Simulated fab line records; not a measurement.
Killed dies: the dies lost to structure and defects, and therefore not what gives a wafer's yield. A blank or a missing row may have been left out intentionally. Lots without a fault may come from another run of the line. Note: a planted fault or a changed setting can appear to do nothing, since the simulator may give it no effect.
Which tool was responsible? | flow n5 finfet | 35 wafers from 12 lots sampled at 5 of the route's 1938 steps

== WHAT EACH GAUGE READ, for each wafer ==
N5_BEOL_M10_THK_MEAS_01. Usual: M10_ILD_THK gives 267 nm (standard deviation 3.9).
lot  | measured     | on            | M10_ILD_THK (nm) | flag
L599 | day 10 10:38 | film metro-01 | 267 275 271      |
L604 | day 11 14:09 | film metro-02 | 269 265 268      |
L606 | day 12 06:16 | film metro-01 | 266 270 264      |
L607 | day 12 14:33 | film metro-01 | 255 262 260      |
L610 | day 12 20:28 | film metro-01 | 264 265 272      |
L611 | day 13 04:02 | film metro-02 | 267 269 271      |
L612 | day 13 11:52 | film metro-01 | 264 266 270      |
L614 | day 13 13:06 | film metro-02 | 266 260 265      |
L617 | day 14 19:35 | film metro-01 | 267 270 272      |
L616 | day 14 21:36 | film metro-01 | 263 269 273      |
L619 | day 15 05:22 | film metro-02 | 268 266 270      |
L621 | day 15 10:20 | film metro-02 | 266 269          |

N5_BEOL_M10_CD_MEAS_11 targets a cd of 64.1 nm. Usual: 63.9 nm for cd nm, sd 0.76.
lot  | measured     | on        | cd nm (nm)     | flag
L599 | day 10 11:40 | cd sem-03 | 64.4 64.8 63.0 |
L604 | day 11 16:25 | cd sem-02 | 63.7 64.2 62.8 |
L606 | day 12 08:56 | cd sem-01 | 65.1 64.1 65.3 |
L607 | day 12 16:25 | cd sem-03 | 63.0 63.0 62.9 |
L610 | day 12 21:11 | cd sem-02 | 64.3 64.8 64.7 |
L611 | day 13 07:05 | cd sem-03 | 65.1 64.1 65.7 |
L612 | day 13 13:59 | cd sem-03 | 63.0 62.9 62.8 |
L614 | day 13 14:43 | cd sem-02 | 64.6 64.8 63.9 |
L617 | day 14 20:16 | cd sem-02 | 63.3 63.2 64.7 |
L616 | day 14 22:49 | cd sem-01 | 63.8 64.0 63.6 |
L619 | day 15 07:10 | cd sem-03 | 63.8 63.5 63.4 |
L621 | day 15 10:49 | cd sem-02 | 64.2 62.9      |

N5_BEOL_M10_OVL_MEAS_12. Usual: M10_OVL gives 0.0 nm (standard deviation 0.74).
lot  | measured     | on         | M10_OVL (nm)  | flag
L599 | day 10 11:42 | overlay-02 | 0.7 -0.7 0.1  |
L604 | day 11 16:26 | overlay-02 | 0.0 -0.4 0.0  |
L606 | day 12 08:58 | overlay-01 | 5.1 6.4 5.8   | OFF
L607 | day 12 16:26 | overlay-01 | 4.9 5.6 4.5   | OFF
L610 | day 12 21:13 | overlay-02 | -0.5 -0.6 0.8 |
L611 | day 13 07:07 | overlay-01 | 1.1 -0.5 1.4  |
L612 | day 13 14:01 | overlay-01 | 0.9 0.2 0.2   |
L614 | day 13 14:45 | overlay-01 | 0.4 -0.2 0.8  |
L617 | day 14 20:17 | overlay-01 | 0.0 -0.3 -1.1 |
L616 | day 14 22:53 | overlay-01 | -0.2 0.7 0.8  |
L619 | day 15 07:13 | overlay-01 | -0.3 0.4 -0.7 |
L621 | day 15 10:50 | overlay-01 | 0.8 -0.2      |

== TOOL THAT RAN EACH LOT (tool first, then ch and the chambers of the sampled wafers, then the start) ==
lot  | N5_BEOL_M10_HM_DEP_02        | N5_BEOL_M10_EXPOSE_08
L599 | pvd sputter-03, day 10 11:11 | arfi scanner-01 ch 0, day 10 11:33
L604 | pvd sputter-02, day 11 16:02 | arfi scanner-01 ch 0, day 11 16:17
L606 | pvd sputter-03, day 12 08:34 | arfi scanner-01 ch 0, day 12 08:49
L607 | pvd sputter-02, day 12 15:55 | arfi scanner-01 ch 0, day 12 16:17
L610 | pvd sputter-03, day 12 20:41 | arfi scanner-02 ch 0, day 12 21:04
L611 | pvd sputter-03, day 13 06:36 | arfi scanner-03 ch 0, day 13 06:58
L612 | pvd sputter-01, day 13 13:28 | arfi scanner-02 ch 0, day 13 13:51
L614 | pvd sputter-01, day 13 14:14 | arfi scanner-03 ch 0, day 13 14:36
L617 | pvd sputter-03, day 14 19:46 | arfi scanner-02 ch 0, day 14 20:08
L616 | pvd sputter-03, day 14 22:19 | arfi scanner-03 ch 0, day 14 22:42
L619 | pvd sputter-03, day 15 06:40 | arfi scanner-03 ch 0, day 15 07:02
L621 | pvd sputter-02, day 15 10:29 | arfi scanner-02 ch 0, day 15 10:42
- N5_BEOL_M10_HM_DEP_02: deposits TiN, target thk 20 nm.
- N5_BEOL_M10_EXPOSE_08: exposes mask M10.

== AS READ BY THE TOOLS THEMSELVES (means over the sampled wafers that have a number; for cases with no such wafer, the mark the record gives instead) ==
N5_BEOL_M10_HM_DEP_02. Usual: 30.6 % for throttle valve pct, sd 1.3.
lot  | tool           | throttle valve pct (%) | flag
L599 | pvd sputter-03 | 31.0                   |
L604 | pvd sputter-02 | 31.9                   |
L606 | pvd sputter-03 | 31.0                   |
L607 | pvd sputter-02 | 32.1                   |
L610 | pvd sputter-03 | 29.9                   |
L611 | pvd sputter-03 | 29.8                   |
L612 | pvd sputter-01 | 30.6                   |
L614 | pvd sputter-01 | 30.6                   |
L617 | pvd sputter-03 | 30.8                   |
L616 | pvd sputter-03 | 28.9                   |
L619 | pvd sputter-03 | 29.9                   |
L621 | pvd sputter-02 | 31.5                   |

== THE ANSWER, worked out from the rows above alone ==
Rule: lot off if the mean of its wafers having a number is beyond 3 standard deviations from the usual mean. Also off: a lot with no number at a reading for which 4 or more lots have one. The other lots that the step has rows for count as sound. First the gauges in route order, then the tools' own readings, where a lot's mean is used as printed above. At the first step where some lot is off, the reading lying furthest off is the one used; lots without a number count as furthest.
Off: at N5_BEOL_M10_OVL_MEAS_12 (M10_OVL), L606, L607.
A tool fits if, at a process step before that reading, it ran every lot that is off, and no sound lot after the first of them. Gauges at N5_BEOL_M10_OVL_MEAS_12: tried the same way as those tools. One candidate fits, namely arfi scanner-01 at N5_BEOL_M10_EXPOSE_08. A fault onset in the window from L604 (day 11 16:17, its last sound lot) to L606 (day 12 08:49, its first lot off) fits.

== WHAT HAD BEEN PUT IN BY THE SIMULATOR ==
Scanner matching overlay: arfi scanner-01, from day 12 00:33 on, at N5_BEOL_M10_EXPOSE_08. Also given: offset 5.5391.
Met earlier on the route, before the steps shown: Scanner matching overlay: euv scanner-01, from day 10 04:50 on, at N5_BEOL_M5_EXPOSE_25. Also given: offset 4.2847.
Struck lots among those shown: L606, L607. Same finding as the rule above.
